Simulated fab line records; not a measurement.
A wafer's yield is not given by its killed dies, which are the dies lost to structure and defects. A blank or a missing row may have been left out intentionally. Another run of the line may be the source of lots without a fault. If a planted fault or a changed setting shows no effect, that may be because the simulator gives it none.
fab line records	flow n5_finfet
record lots=24	wafers=72	last_day=17
route steps=1938 shown BEOL_M7@1321 BEOL_M8@1353 BEOL_M9@1402
lots that met no fault: taken from a fault-free run of the same line
start_h: start of the lot's first displayed wafer, in hours after the record's first day	wait_h: time in hours since the lot's previous step	" identical to the entry in the row above	L1.1+2: a row that stands for several wafers	- value missing, or start not given	* or withheld: withheld	< > ~ a bound
route shown NAME@n: NAME is a module with steps in the file, n the number in the route of the first one	usual: average and standard deviation across the fault-free wafers	same: alike in all rows	chamber/n: place in a boat	sites: readings site by site	_std_site: standard deviation across them	_edge_site: mean of outer sites minus mean of inner sites	radius_mm: how far each site lies from the wafer's centre	mask NAME#n: copy n	behind: the last tool/chamber to shape the wafer	hold: cause of the lot's hold/its duration in hours/its outcome	device: the n, p or np transistor that did not switch	end of line: the same wafers' tests at the end of the route	for a step that has no rows: nothing shown but its recipe	killed: count of dies lost to structure and defects at first sort (not the wafer's yield)	map: dies across one wafer; x = killed, . = not, _ = none there
set.NAME: the setting that was run; set.NAME@STEP: the one run at that earlier step	model.NAME: the simulator's own value behind a step, which no gauge read
one table for each step of the route and one row for each wafer, over a sample of lots
services: when a tool's chamber went out of use (start_h, in hours from the record's first day, below 0 if earlier), for how many hours, and the reason
## steps
# step N5_BEOL_M7_SURFACE_TREAT_79
# recipe gas=Ar	time_s=*	ion_energy_ev=*	ion_current_ma_cm2=0.5	pressure_mtorr=*	ar_flow_sccm=30
# usual throttle_valve_pct=*
lot.wafer	tool	chamber	start_h	wait_h	throttle_valve_pct
L074.2	pvd_sputter-02	-	191.84	0.2	*
L074.3	"	-	"	"	*
L074.4	"	-	"	"	*
L076.3	pvd_sputter-01	-	195.20	0.2	*
L076.4	"	-	"	"	*
L076.6	"	-	"	"	*
L075.1	pvd_sputter-02	-	199.71	0.2	*
L075.5	"	-	"	"	*
L075.6	"	-	"	"	*
L078.1	pvd_sputter-01	-	218.39	0.4	*
L078.5	"	-	"	"	*
L078.6	"	-	"	"	*
L077.3	pvd_sputter-02	-	224.89	0.2	*
L077.4	"	-	"	"	*
L077.6	"	-	"	"	*
L079.2	pvd_sputter-02	-	225.57	0.3	*
L079.4	"	-	"	"	*
L079.6	"	-	"	"	*
L080.4	pvd_sputter-03	-	242.18	0.2	*
L080.5	"	-	"	"	*
L080.6	"	-	"	"	*
L083.1	pvd_sputter-01	-	246.56	0.2	*
L083.3	"	-	"	"	*
L083.5	"	-	"	"	*
L081.1	pvd_sputter-01	-	247.24	0.4	*
L081.2	"	-	"	"	*
L081.5	"	-	"	"	*
L082.1	pvd_sputter-03	-	249.10	0.4	*
L082.3	"	-	"	"	*
L082.5	"	-	"	"	*
L085.1	pvd_sputter-01	-	258.81	0.2	*
L085.4	"	-	"	"	*
L085.5	"	-	"	"	*
L084.3	pvd_sputter-03	-	259.58	0.4	*
L084.4	"	-	"	"	*
L084.5	"	-	"	"	*
L086.2	pvd_sputter-01	-	269.83	0.2	*
L086.5	"	-	"	"	*
L086.6	"	-	"	"	*
L088.2	pvd_sputter-03	-	276.59	0.2	*
L088.4	"	-	"	"	*
L088.6	"	-	"	"	*
L087.1	pvd_sputter-01	-	286.53	0.2	*
L087.4	"	-	"	"	*
L087.5	"	-	"	"	*
L090.3	pvd_sputter-01	-	292.87	0.2	*
L090.5	"	-	"	"	*
L090.6	"	-	"	"	*
L092.3	pvd_sputter-03	-	292.93	0.2	*
L092.4	"	-	"	"	*
L092.5	"	-	"	"	*
L089.2	pvd_sputter-01	-	293.33	0.4	*
L089.4	"	-	"	"	*
L089.6	"	-	"	"	*
L091.1	pvd_sputter-01	-	298.81	0.2	*
L091.2	"	-	"	"	*
L091.6	"	-	"	"	*
L093.2	pvd_sputter-03	-	312.64	0.2	*
L093.4	"	-	"	"	*
L093.5	"	-	"	"	*
L095.1	pvd_sputter-01	-	313.22	0.2	*
L095.4	"	-	"	"	*
L095.5	"	-	"	"	*
L094.1	pvd_sputter-03	-	320.17	0.2	*
L094.2	"	-	"	"	*
L094.4	"	-	"	"	*
L097.1	pvd_sputter-01	-	334.65	0.2	*
L097.2	"	-	"	"	*
L097.6	"	-	"	"	*
L096.1	pvd_sputter-03	-	335.90	0.2	*
L096.2	"	-	"	"	*
L096.3	"	-	"	"	*
# step N5_BEOL_M7_SPUTTER_48
# recipe material=Cu	target_thk_a=100	temp_c=-20	bias_v=60	power_w=26000	chamber_pressure_pa=0.13	time_s=1.667
# usual susceptor_temp_C=-20.00/0.12	throttle_valve_pct=29.9/1.2
lot.wafer	tool	chamber	start_h	wait_h	susceptor_temp_C	throttle_valve_pct
L074.2	pvd_sputter-02	-	192.01	0.1	-20.00	30.4
L074.3	"	-	"	"	-19.93	32.2
L074.4	"	-	"	"	-20.02	29.2
L076.3	pvd_sputter-02	-	195.37	0.1	-19.82	27.8
L076.4	"	-	"	"	-19.98	32.2
L076.6	"	-	"	"	-20.10	30.7
L075.1	pvd_sputter-01	-	199.91	0.1	-19.98	30.6
L075.5	"	-	"	"	-20.12	31.1
L075.6	"	-	"	"	-20.01	29.2
L078.1	pvd_sputter-02	-	218.60	0.1	-19.98	32.2
L078.5	"	-	"	"	-20.08	27.7
L078.6	"	-	"	"	-20.15	32.3
L077.3	pvd_sputter-02	-	225.41	0.4	-20.01	29.1
L077.4	"	-	"	"	-19.88	32.1
L077.6	"	-	"	"	-20.07	27.9
L079.2	pvd_sputter-03	-	226.33	0.7	-19.88	30.0
L079.4	"	-	"	"	-19.99	30.1
L079.6	"	-	"	"	-20.09	28.7
L080.4	pvd_sputter-02	-	244.35	1.8	-19.84	30.5
L080.5	"	-	"	"	-20.06	27.8
L080.6	"	-	"	"	-19.90	32.3
L083.1	pvd_sputter-01	-	246.76	0.1	-20.06	28.9
L083.3	"	-	"	"	-20.19	30.9
L083.5	"	-	"	"	-20.09	29.5
L081.1	pvd_sputter-01	-	247.52	0.2	-20.06	30.8
L081.2	"	-	"	"	-19.97	29.4
L081.5	"	-	"	"	-19.97	30.4
L082.1	pvd_sputter-01	-	249.44	0.2	-19.96	30.9
L082.3	"	-	"	"	-19.86	29.1
L082.5	"	-	"	"	-19.98	29.1
L085.1	pvd_sputter-01	-	259.01	0.1	-20.13	31.0
L085.4	"	-	"	"	-19.90	28.8
L085.5	"	-	"	"	-19.89	29.2
L084.3	pvd_sputter-01	-	260.14	0.3	-19.97	31.0
L084.4	"	-	"	"	-19.89	29.3
L084.5	"	-	"	"	-19.83	30.6
L086.2	pvd_sputter-01	-	270.05	0.1	-19.98	30.9
L086.5	"	-	"	"	-19.93	30.8
L086.6	"	-	"	"	-20.08	30.6
L088.2	pvd_sputter-03	-	277.31	0.4	-19.87	30.3
L088.4	"	-	"	"	-20.12	30.0
L088.6	"	-	"	"	-19.80	29.9
L087.1	pvd_sputter-03	-	286.81	0.2	-20.33	29.8
L087.4	"	-	"	"	-19.85	29.9
L087.5	"	-	"	"	-20.01	28.5
L090.3	pvd_sputter-03	-	293.07	0.1	-19.80	30.0
L090.5	"	-	"	"	-19.87	30.2
L090.6	"	-	"	"	-20.06	30.0
L092.3	pvd_sputter-02	-	293.35	0.3	-19.97	28.9
L092.4	"	-	"	"	-19.93	32.3
L092.5	"	-	"	"	-19.99	32.1
L089.2	pvd_sputter-01	-	293.77	0.3	-20.02	30.7
L089.4	"	-	"	"	-19.89	29.3
L089.6	"	-	"	"	-19.90	30.4
L091.1	pvd_sputter-01	-	299.13	0.2	-19.97	30.7
L091.2	"	-	"	"	-20.14	31.3
L091.6	"	-	"	"	-19.99	31.2
L093.2	pvd_sputter-03	-	312.86	0.1	-19.71	28.5
L093.4	"	-	"	"	-19.81	30.0
L093.5	"	-	"	"	-20.24	30.0
L095.1	pvd_sputter-02	-	313.44	0.1	-19.89	27.9
L095.4	"	-	"	"	-19.97	32.3
L095.5	"	-	"	"	-20.07	28.1
L094.1	pvd_sputter-02	-	320.53	0.2	-20.02	30.3
L094.2	"	-	"	"	-20.14	27.8
L094.4	"	-	"	"	-20.09	29.1
L097.1	pvd_sputter-03	-	335.05	0.1	-20.20	30.0
L097.2	"	-	"	"	-20.21	29.6
L097.6	"	-	"	"	-20.05	28.5
L096.1	pvd_sputter-01	-	337.37	1.1	-19.93	31.1
L096.2	"	-	"	"	-20.19	28.9
L096.3	"	-	"	"	-19.97	30.8
# step N5_BEOL_M7_ANNEAL_51
# recipe temp_c=225	time_s=90	ambient=N2
# usual wafer_temp_C_max=225.83/0.2
lot.wafer	tool	chamber	start_h	wait_h	wafer_temp_C_max
L074.2	rtp_anneal-01	0	192.63	0.5	225.50
L074.3	"	0	"	"	225.82
L074.4	"	0	"	"	226.20
L076.3	rtp_anneal-01	0	195.86	0.3	226.39
L076.4	"	0	"	"	225.97
L076.6	"	0	"	"	225.73
L075.1	rtp_anneal-01	0	200.85	0.8	225.86
L075.5	"	0	"	"	225.72
L075.6	"	0	"	"	226.28
L078.1	rtp_anneal-02	0	218.98	0.2	225.69
L078.5	"	0	"	"	225.86
L078.6	"	0	"	"	225.71
L077.3	rtp_anneal-02	0	226.13	0.6	225.68
L077.4	"	0	"	"	225.62
L077.6	"	0	"	"	225.77
L079.2	rtp_anneal-02	0	226.62	0.2	225.79
L079.4	"	0	"	"	225.96
L079.6	"	0	"	"	225.65
L080.4	rtp_anneal-02	0	244.92	0.4	225.68
L080.5	"	0	"	"	225.79
L080.6	"	0	"	"	225.92
L083.1	rtp_anneal-02	0	246.98	0.1	225.86
L083.3	"	0	"	"	225.80
L083.5	"	0	"	"	225.72
L081.1	rtp_anneal-02	0	247.73	0.1	225.85
L081.2	"	0	"	"	225.54
L081.5	"	0	"	"	225.63
L082.1	rtp_anneal-01	0	250.27	0.7	225.75
L082.3	"	0	"	"	225.57
L082.5	"	0	"	"	225.77
L085.1	rtp_anneal-01	0	259.39	0.2	225.58
L085.4	"	0	"	"	225.95
L085.5	"	0	"	"	225.98
L084.3	rtp_anneal-01	0	260.75	0.4	225.91
L084.4	"	0	"	"	226.09
L084.5	"	0	"	"	225.83
L086.2	rtp_anneal-01	0	270.60	0.4	225.91
L086.5	"	0	"	"	225.82
L086.6	"	0	"	"	225.48
L088.2	rtp_anneal-01	0	277.67	0.2	225.78
L088.4	"	0	"	"	226.28
L088.6	"	0	"	"	225.92
L087.1	rtp_anneal-02	0	287.11	0.2	225.83
L087.4	"	0	"	"	225.73
L087.5	"	0	"	"	225.50
L090.3	rtp_anneal-01	0	293.37	0.1	225.89
L090.5	"	0	"	"	225.93
L090.6	"	0	"	"	226.07
L092.3	rtp_anneal-01	0	293.69	0.1	226.16
L092.4	"	0	"	"	225.79
L092.5	"	0	"	"	226.00
L089.2	rtp_anneal-01	0	294.28	0.3	225.95
L089.4	"	0	"	"	225.71
L089.6	"	0	"	"	225.56
L091.1	rtp_anneal-02	0	299.34	0.1	225.77
L091.2	"	0	"	"	225.81
L091.6	"	0	"	"	225.83
L093.2	rtp_anneal-01	0	313.13	0.1	226.27
L093.4	"	0	"	"	225.91
L093.5	"	0	"	"	225.68
L095.1	rtp_anneal-01	0	313.80	0.2	225.51
L095.4	"	0	"	"	225.76
L095.5	"	0	"	"	225.85
L094.1	rtp_anneal-02	0	321.18	0.4	225.51
L094.2	"	0	"	"	225.52
L094.4	"	0	"	"	225.84
L097.1	rtp_anneal-02	0	335.43	0.2	225.50
L097.2	"	0	"	"	225.57
L097.6	"	0	"	"	225.58
L096.1	rtp_anneal-02	0	337.58	0.1	225.58
L096.2	"	0	"	"	225.82
L096.3	"	0	"	"	225.48
# step N5_BEOL_M8_HM_OPEN_17
# recipe chemistry=Cl2/BCl3	target_depth_a=200	overetch_a=60	target=TiN	mask_material=SOC	ion_energy_ev=150	pressure_mtorr=10	icp_w=1000	bias_w=126	Cl2_flow_sccm=53.25	bcl3_flow_sccm=21.75	Ar_flow_sccm=25
# usual drypump_motor_current_A=5.6/0.37	oes_product_au=0.72/0.037	throttle_valve_pct=22.25/0.18
lot.wafer	tool	chamber	start_h	wait_h	drypump_motor_current_A	oes_product_au	rf_hours_counter_h	throttle_valve_pct
L074.2	rie_metal-02	1	195.75	0.0	5.6	0.66	41	22.11
L074.3	"	1	"	"	5.6	0.66	-	22.11
L074.4	"	0	"	"	5.4	0.73	-	22.24
L076.3	rie_metal-01	0	198.70	0.1	6.3	0.74	-	22.05
L076.4	"	1	"	"	5.6	0.75	-	22.43
L076.6	"	1	"	"	5.6	0.75	-	22.43
L075.1	rie_metal-02	1	204.05	0.0	5.6	0.66	42	22.10
L075.5	"	0	"	"	5.4	0.75	-	22.20
L075.6	"	1	"	"	5.6	0.65	-	22.12
L078.1	rie_metal-01	1	224.19	0.0	5.5	0.75	12	22.41
L078.5	"	1	"	"	5.6	0.74	-	22.45
L078.6	"	0	"	"	6.3	0.74	-	22.04
L077.3	rie_metal-03	1	231.02	0.1	5.5	0.74	-	22.53
L077.4	"	0	"	"	5.2	0.78	-	22.15
L077.6	"	1	"	"	5.5	0.73	-	22.54
L079.2	rie_metal-03	1	231.45	0.0	5.6	0.72	17	22.55
L079.4	"	1	"	"	5.5	0.74	-	22.54
L079.6	"	0	"	"	5.2	0.78	-	22.15
L080.4	rie_metal-01	1	248.91	0.1	5.6	0.74	-	22.43
L080.5	"	0	"	"	6.3	0.71	-	22.07
L080.6	"	1	"	"	5.6	0.73	-	22.43
L083.1	rie_metal-01	0	250.58	0.0	6.3	0.73	18	22.06
L083.3	"	0	"	"	6.3	0.73	-	22.06
L083.5	"	1	"	"	5.6	0.73	-	22.44
L081.1	rie_metal-01	0	250.67	0.1	6.3	0.72	18	22.06
L081.2	"	1	"	"	5.6	0.74	14	22.43
L081.5	"	1	"	"	5.5	0.75	-	22.40
L082.1	rie_metal-01	1	253.63	0.0	5.6	0.72	15	22.45
L082.3	"	0	"	"	6.3	0.72	-	22.07
L082.5	"	1	"	"	5.5	0.73	-	22.42
L085.1	rie_metal-01	0	262.94	0.0	6.2	0.72	20	22.04
L085.4	"	0	"	"	6.2	0.72	-	22.07
L085.5	"	0	"	"	6.2	0.72	-	22.06
L084.3	rie_metal-01	0	263.92	0.1	6.2	0.71	-	22.06
L084.4	"	0	"	"	6.2	0.71	-	22.05
L084.5	"	0	"	"	6.2	0.73	-	22.03
L086.2	rie_metal-02	1	276.02	0.0	5.6	0.63	50	22.16
L086.5	"	1	"	"	5.6	0.62	-	22.16
L086.6	"	0	"	"	5.4	0.70	-	22.27
L088.2	rie_metal-03	0	281.75	0.0	5.2	0.76	8	22.14
L088.4	"	0	"	"	5.2	0.77	-	22.15
L088.6	"	1	"	"	5.5	0.73	-	22.52
L087.1	rie_metal-03	1	290.66	0.0	5.5	0.72	22	22.53
L087.4	"	1	"	"	5.5	0.72	-	22.53
L087.5	"	0	"	"	5.2	0.75	-	22.16
L090.3	rie_metal-02	0	296.46	0.1	5.4	0.69	-	22.26
L090.5	"	0	"	"	5.4	0.70	-	22.26
L090.6	"	1	"	"	5.6	0.62	-	22.16
L092.3	rie_metal-03	1	297.13	0.1	5.5	0.71	-	22.55
L092.4	"	0	"	"	5.2	0.75	-	22.15
L092.5	"	0	"	"	5.2	0.74	-	22.19
L089.2	rie_metal-01	1	297.54	0.0	5.6	0.71	16	22.46
L089.4	"	1	"	"	5.6	0.71	-	22.42
L089.6	"	0	"	"	6.2	0.70	-	22.11
L091.1	rie_metal-03	1	302.84	0.0	5.5	0.72	23	22.56
L091.2	"	0	"	"	5.2	0.74	10	22.14
L091.6	"	0	"	"	5.2	0.75	-	22.17
L093.2	rie_metal-02	0	320.43	0.0	5.4	0.70	21	22.25
L093.4	"	1	"	"	5.6	0.63	-	22.16
L093.5	"	0	"	"	5.4	0.69	-	22.25
L095.1	rie_metal-01	1	320.59	0.0	5.6	0.71	19	22.42
L095.4	"	0	"	"	6.2	0.70	-	22.09
L095.5	"	0	"	"	6.2	0.70	-	22.07
L094.1	rie_metal-02	1	324.63	0.0	5.6	0.64	55	22.14
L094.2	"	0	"	"	5.4	0.68	22	22.25
L094.4	"	1	"	"	5.6	0.63	-	22.14
L097.1	rie_metal-03	0	338.91	0.0	5.2	0.75	13	22.13
L097.2	"	1	"	"	5.6	0.70	26	22.55
L097.6	"	1	"	"	5.6	0.71	-	22.53
L096.1	rie_metal-03	0	340.91	0.0	5.2	0.73	13	22.19
L096.2	"	1	"	"	5.5	0.70	26	22.57
L096.3	"	1	"	"	5.5	0.71	-	22.55
# step N5_BEOL_M9_CURE_71
# recipe temp_c=385	time_s=240	ambient=He/Ar	material=SiCOH_lowk
# usual lamp_power_pct=52.31/0.057	wafer_temp_C_max=386.8/0.56
lot.wafer	tool	chamber	start_h	wait_h	lamp_power_pct	wafer_temp_C_max
L074.2	uv_cure-03	1	201.78	0.3	52.39	387.4
L074.3	"	1	"	"	52.35	386.2
L074.4	"	1	"	"	52.31	387.5
L076.3	uv_cure-02	0	203.63	0.2	52.32	387.1
L076.4	"	0	"	"	52.39	386.7
L076.6	"	0	"	"	52.27	387.0
L075.1	uv_cure-03	1	209.03	0.0	52.26	387.1
L075.5	"	1	"	"	52.38	387.5
L075.6	"	1	"	"	52.33	387.1
L078.1	uv_cure-02	1	228.67	0.1	52.18	386.6
L078.5	"	1	229.95	1.4	52.26	386.8
L078.6	"	1	"	"	52.21	386.7
L077.3	uv_cure-02	2	237.08	0.4	52.25	386.2
L077.4	"	2	"	"	52.23	386.2
L077.6	"	2	"	"	52.33	386.1
L079.2	uv_cure-03	1	238.63	0.2	52.38	386.5
L079.4	"	1	"	"	52.34	386.9
L079.6	"	1	"	"	52.25	386.9
L080.4	uv_cure-03	0	252.98	0.3	52.32	387.0
L080.5	"	0	"	"	52.30	387.5
L080.6	"	0	"	"	52.31	387.4
L083.1	uv_cure-03	1	254.97	0.1	52.32	387.2
L083.3	"	1	"	"	52.34	388.0
L083.5	"	1	"	"	52.36	387.5
L081.1	uv_cure-02	1	257.26	0.0	52.30	386.8
L081.2	"	1	"	"	52.35	387.2
L081.5	"	1	"	"	52.40	386.7
L082.1	uv_cure-03	0	261.32	0.0	52.36	388.5
L082.3	"	0	"	"	52.27	387.4
L082.5	"	0	"	"	52.32	386.8
L085.1	uv_cure-03	0	269.79	0.2	52.32	388.0
L085.4	"	0	"	"	52.33	387.2
L085.5	"	0	"	"	52.25	387.4
L084.3	uv_cure-02	1	270.77	0.2	52.35	387.2
L084.4	"	1	"	"	52.29	386.6
L084.5	"	1	"	"	52.34	386.6
L086.2	uv_cure-03	1	283.67	0.1	52.31	387.1
L086.5	"	1	"	"	52.25	386.6
L086.6	"	1	"	"	52.35	387.5
L088.2	uv_cure-02	1	287.88	0.1	52.36	386.9
L088.4	"	1	"	"	52.38	386.5
L088.6	"	1	"	"	52.38	387.3
L087.1	uv_cure-01	0	295.40	0.0	52.30	386.5
L087.4	"	0	"	"	52.25	385.9
L087.5	"	0	"	"	52.25	386.0
L090.3	uv_cure-02	2	301.36	0.2	52.29	386.4
L090.5	"	2	"	"	52.32	386.3
L090.6	"	2	"	"	52.34	386.6
L089.2	uv_cure-01	2	302.17	0.2	52.27	387.7
L089.4	"	2	"	"	52.29	387.0
L089.6	"	2	"	"	52.30	386.4
L092.3	uv_cure-01	0	303.43	0.4	52.33	386.4
L092.4	"	0	"	"	52.28	386.1
L092.5	"	0	"	"	52.26	386.5
L091.1	uv_cure-03	2	307.73	0.0	52.28	386.7
L091.2	"	2	"	"	52.34	387.4
L091.6	"	2	"	"	52.36	386.7
L095.1	uv_cure-01	1	326.75	0.1	52.31	385.8
L095.4	"	1	"	"	52.34	386.1
L095.5	"	1	"	"	52.25	386.5
L093.2	uv_cure-02	2	327.42	0.2	52.32	386.6
L093.4	"	2	"	"	52.32	385.7
L093.5	"	2	"	"	52.27	386.1
L094.1	uv_cure-01	2	328.79	0.0	52.39	387.2
L094.2	"	2	"	"	52.31	386.2
L094.4	"	2	"	"	52.33	386.7
L097.1	uv_cure-01	0	343.23	0.0	52.33	386.0
L097.2	"	0	"	"	52.15	386.1
L097.6	"	0	"	"	52.32	386.5
L096.1	uv_cure-03	0	345.84	0.0	52.26	387.7
L096.2	"	0	"	"	52.28	387.1
L096.3	"	0	"	"	52.34	387.1
# step N5_BEOL_M9_HM_DEP_02
# recipe material=TiN	target_thk_a=200	temp_c=25	chamber_pressure_pa=0.49996
# usual susceptor_temp_C=25.02/0.11	throttle_valve_pct=29.9/1.1
lot.wafer	tool	chamber	start_h	wait_h	susceptor_temp_C	throttle_valve_pct
L074.2	pvd_sputter-03	-	203.21	0.9	24.96	30.0
L074.3	"	-	"	"	24.73	30.0
L074.4	"	-	"	"	24.96	28.5
L076.3	pvd_sputter-02	-	205.05	1.0	25.01	29.4
L076.4	"	-	"	"	24.99	30.5
L076.6	"	-	"	"	24.95	27.8
L075.1	pvd_sputter-03	-	210.50	0.4	24.94	29.9
L075.5	"	-	"	"	25.09	30.2
L075.6	"	-	"	"	25.13	28.5
L078.1	pvd_sputter-02	-	231.79	1.1	24.89	30.7
L078.5	"	-	"	"	25.02	27.6
L078.6	"	-	"	"	24.87	32.2
L077.3	pvd_sputter-01	-	239.24	1.4	25.05	30.5
L077.4	"	-	"	"	24.97	31.1
L077.6	"	-	"	"	25.17	30.9
L079.2	pvd_sputter-01	-	241.56	2.4	25.11	30.9
L079.4	"	-	"	"	24.99	28.9
L079.6	"	-	"	"	24.97	29.3
L080.4	pvd_sputter-03	-	253.66	0.3	25.07	28.7
L080.5	"	-	"	"	25.08	28.6
L080.6	"	-	"	"	24.91	30.0
L083.1	pvd_sputter-01	-	258.19	2.7	24.87	29.4
L083.3	"	-	"	"	25.13	29.0
L083.5	"	-	"	"	25.11	31.3
L081.1	pvd_sputter-01	-	258.39	0.6	24.96	31.2
L081.2	"	-	"	"	25.14	29.4
L081.5	"	-	"	"	24.96	29.1
L082.1	pvd_sputter-01	-	262.94	1.1	25.06	29.1
L082.3	"	-	"	"	25.01	30.6
L082.5	"	-	"	"	25.08	31.1
L085.1	pvd_sputter-01	-	270.75	0.4	25.14	29.0
L085.4	"	-	"	"	24.98	29.6
L085.5	"	-	"	"	25.12	28.8
L084.3	pvd_sputter-02	-	275.08	3.9	25.03	28.0
L084.4	"	-	"	"	25.01	30.6
L084.5	"	-	"	"	24.94	30.6
L086.2	pvd_sputter-03	-	285.73	1.6	25.01	28.6
L086.5	"	-	"	"	25.05	30.2
L086.6	"	-	"	"	24.92	28.6
L088.2	pvd_sputter-02	-	289.69	1.3	25.03	30.7
L088.4	"	-	"	"	24.84	27.5
L088.6	"	-	"	"	25.02	32.2
L087.1	pvd_sputter-01	-	298.61	2.6	24.95	30.5
L087.4	"	-	"	"	25.10	31.2
L087.5	"	-	"	"	25.00	30.6
L090.3	pvd_sputter-03	-	302.42	0.6	24.94	30.1
L090.5	"	-	"	"	25.01	29.7
L090.6	"	-	"	"	24.94	30.0
L089.2	pvd_sputter-02	-	305.34	2.3	24.94	29.2
L089.4	"	-	"	"	24.99	30.5
L089.6	"	-	"	"	25.10	27.9
L092.3	pvd_sputter-03	-	305.56	1.4	24.75	28.6
L092.4	"	-	"	"	25.02	29.7
L092.5	"	-	"	"	25.14	30.0
L091.1	pvd_sputter-01	-	308.91	0.6	25.02	30.5
L091.2	"	-	"	"	24.96	29.1
L091.6	"	-	"	"	24.89	29.4
L095.1	pvd_sputter-01	-	327.37	0.1	24.86	29.3
L095.4	"	-	"	"	25.16	31.1
L095.5	"	-	"	"	25.01	29.1
L093.2	pvd_sputter-01	-	330.60	2.7	24.99	30.4
L093.4	"	-	"	"	24.82	31.2
L093.5	"	-	"	"	24.94	31.0
L094.1	pvd_sputter-02	-	331.01	1.6	25.06	29.0
L094.2	"	-	"	"	25.09	32.2
L094.4	"	-	"	"	25.12	32.2
L097.1	pvd_sputter-03	-	344.09	0.3	25.21	29.8
L097.2	"	-	"	"	25.01	28.5
L097.6	"	-	"	"	25.01	30.0
L096.1	pvd_sputter-03	-	346.95	0.5	25.02	30.3
L096.2	"	-	"	"	24.88	30.2
L096.3	"	-	"	"	25.11	28.5
## services
tool	chamber	start_h	hours	kind
uv_cure-03	-	177.67	2.8	pm
uv_cure-01	-	177.78	2.8	pm
rie_metal-03	0	180.33	-	clean
rie_metal-03	0	180.33	12.5	scheduled_down
rie_metal-03	0	180.33	12.5	vent_cycle
rie_metal-02	1	182.90	7.5	repair
uv_cure-02	-	199.89	2.8	pm
rie_metal-02	0	216.12	14.3	repair
uv_cure-01	-	232.86	7.5	pm
rie_metal-02	1	247.14	1.0	repair
uv_cure-03	-	256.48	1.0	pm
rie_metal-01	1	257.34	21.6	repair
rie_metal-03	1	268.52	2.2	repair
rie_metal-01	0	268.57	3.3	repair
uv_cure-01	-	277.48	14.6	pm
rie_metal-02	0	277.96	4.4	repair
uv_cure-02	-	302.00	1.9	repair
uv_cure-02	-	337.49	2.1	pm
rie_metal-02	1	338.72	3.2	repair
pvd_sputter-01	-	346.24	2.4	repair
## key
fault none
